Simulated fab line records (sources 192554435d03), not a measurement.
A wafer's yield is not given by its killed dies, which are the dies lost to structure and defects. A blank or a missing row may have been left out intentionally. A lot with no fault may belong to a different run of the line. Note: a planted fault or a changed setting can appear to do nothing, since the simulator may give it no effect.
Matching of chambers ; flow n5 finfet ; N5_PMOS_HMC_CHANNEL_EPI_ETCH_32 on rie diel-04 has 4 sister chambers
The step etches BARC in N2/H2, stops on SiO2, target depth 85.8 nm, time 50.3 s. 18 wafers are shown with their chamber, then 9 later ones without.

== EACH WAFER AND ITS CHAMBER ==
wafer;chamber;drypump motor current A (A);showerhead plenum p Torr (Torr);rf vpp V (V)
L075.1;0;5.4;2.51;524.1
L075.2;2;4.7;2.41;520.3
L075.3;1;5.1;2.63;525.2
L075.4;3;5.9;2.42;519.8
L075.5;1;5.1;2.63;526.5
L075.6;2;4.7;2.41;520.7
L078.1;3;5.9;2.42;519.9
L078.2;2;4.7;2.41;520.3
L078.5;3;6.0;2.42;521.2
L081.3;2;4.7;2.41;518.2
L081.5;0;5.4;2.50;522.9
L081.6;1;5.1;2.63;526.2
L085.1;3;6.0;2.42;520.4
L085.2;1;5.1;2.63;525.2
L085.3;0;5.4;2.50;523.0
L091.1;3;5.9;2.41;518.7
L091.2;1;5.1;2.62;526.4
L091.6;2;4.8;2.73;528.1

SIGNATURES (means of the wafers above)
reading;chamber 0;chamber 1;chamber 2;chamber 3;scatter within a chamber
drypump motor current A;5.400;5.100;4.720;5.940;0.0378
showerhead plenum p Torr;2.5033;2.6280;2.4740;2.4180;0.0766
rf vpp V;523.333;525.900;521.520;520.000;2.14
Rule: for a wafer and a chamber, the distance is found by dividing, reading by reading, the gap between the wafer's reading and the chamber's mean by the reading's scatter, squaring, summing and taking the root. If the next closest chamber is less than 2 further off than the closest, the wafer can't be placed; otherwise it belongs to the closest. The scatter is the square root of a quotient: the sum, over the shown wafers, of each reading's squared deviation from its chamber's mean, divided by wafers minus chambers.

== WAFERS MISSING THEIR CHAMBER ==
wafer;drypump motor current A (A);showerhead plenum p Torr (Torr);rf vpp V (V)
L092.1;4.7;2.73;530.2
L092.2;5.9;2.41;520.3
L092.4;4.7;2.73;527.8
L094.3;5.4;2.50;523.4
L094.4;6.0;2.41;519.9
L094.5;5.1;2.62;525.5
L097.1;5.9;2.41;520.7
L097.2;5.1;2.62;525.4
L097.5;5.9;2.41;520.0

== CHAMBER TAKEN BY EACH ==
wafer;from the rows above;in truth
L092.1;2;2
L092.2;3;3
L092.4;2;2
L094.3;0;0
L094.4;3;3
L094.5;1;1
L097.1;3;3
L097.2;1;1
L097.5;3;3
Correctly placed: 9 of 9. Left unplaced by these rows: 0. Number placed wrongly: 0.
